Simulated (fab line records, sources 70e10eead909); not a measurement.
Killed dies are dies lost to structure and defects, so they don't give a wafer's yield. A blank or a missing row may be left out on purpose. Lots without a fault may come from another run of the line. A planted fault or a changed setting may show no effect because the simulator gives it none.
Tool commonality check | flow nand_harc | 13 lots, 39 wafers sampled

WHY IT WAS OPENED
At NHARC_A_CHANNEL_HOLE_D2_INSPECT_40 the reading raw_defect_count is flagged on 2 of 13 lots. Wafers without a fault read 271, standard deviation 82.
Rule: a lot is flagged when every wafer of it that has a number lies more than 4 standard deviations from that mean, or none has a number. The other lots count as sound.

lot  | measured     | on                | raw_defect_count, wafer by wafer | flag
L762 | day 13 22:14 | defect_inspect-02 | 213 217 165                      |
L763 | day 14 06:24 | defect_inspect-02 | 319 193 364                      |
L764 | day 14 07:17 | defect_inspect-01 | 264 241 327                      |
L770 | day 17 16:31 | defect_inspect-01 | 257 315 345                      |
L766 | day 17 20:41 | defect_inspect-02 | 343 497 368                      |
L769 | day 17 21:35 | defect_inspect-01 | 202 229 156                      |
L771 | day 18 13:01 | defect_inspect-01 | 4147 3879 3895                   | FLAGGED
L773 | day 19 01:10 | defect_inspect-02 | 3940 4050 3959                   | FLAGGED
L767 | day 19 02:07 | defect_inspect-02 | 158 336 245                      |
L776 | day 19 10:28 | defect_inspect-02 | 329 234 232                      |
L781 | day 20 23:16 | defect_inspect-02 | 243 202 163                      |
L782 | day 21 13:06 | defect_inspect-02 | 242 273 162                      |
L783 | day 22 17:31 | defect_inspect-02 | 214 168 253                      |
The numbers of the flagged lots are 3978 on average: +3707 against the usual, or +45 standard deviations.

WHICH TOOL RAN EACH LOT
The record holds 1 process step before the reading, out of a route of 1302 steps. In each cell: the tool, then ch and the chambers that the sampled wafers went through, then the start.
lot  | flag    | NHARC_A_CHANNEL_HOLE_D2_DEP_00
L762 |         | acl_dep-02 ch 0, day 13 02:46
L763 |         | acl_dep-03 ch 0, day 13 08:28
L764 |         | acl_dep-02 ch 0, day 13 08:09
L770 |         | acl_dep-02 ch 0, day 17 06:01
L766 |         | acl_dep-03 ch 0, day 17 06:40
L769 |         | acl_dep-02 ch 0, day 17 07:35
L771 | FLAGGED | acl_dep-01, day 17 19:08
L773 | FLAGGED | acl_dep-03, day 18 00:26
L767 |         | acl_dep-03 ch 0, day 17 17:30
L776 |         | acl_dep-01 ch 0, day 18 23:35
L781 |         | acl_dep-02 ch 0, day 20 13:29
L782 |         | acl_dep-01 ch 0, day 21 03:23
L783 |         | acl_dep-01 ch 0, day 22 07:41
What these steps do:
- NHARC_A_CHANNEL_HOLE_D2_DEP_00: deposits aC, target thk 3100 nm.
- NHARC_A_CHANNEL_HOLE_D2_INSPECT_40

FLAGGED OVER TOTAL, TOOL BY TOOL (the gauges that took the reading come last)
step                               | tool              | lots run | flagged | share of the flagged lots | sound lots run after its first flagged lot
NHARC_A_CHANNEL_HOLE_D2_DEP_00     | acl_dep-01        | 4        | 1       | some                      | 3 (L776,L782,L783)
NHARC_A_CHANNEL_HOLE_D2_DEP_00     | acl_dep-02        | 5        | 0       | none                      | -
NHARC_A_CHANNEL_HOLE_D2_DEP_00     | acl_dep-03        | 4        | 1       | some                      | 0
NHARC_A_CHANNEL_HOLE_D2_INSPECT_40 | defect_inspect-01 | 4        | 1       | some                      | 0
NHARC_A_CHANNEL_HOLE_D2_INSPECT_40 | defect_inspect-02 | 9        | 1       | some                      | 5 (L767,L776,L781,L782,L783)

WHAT THE TABLE ALLOWS
No row of the table ran every flagged lot.

WHAT THE SIMULATOR HAD PUT IN
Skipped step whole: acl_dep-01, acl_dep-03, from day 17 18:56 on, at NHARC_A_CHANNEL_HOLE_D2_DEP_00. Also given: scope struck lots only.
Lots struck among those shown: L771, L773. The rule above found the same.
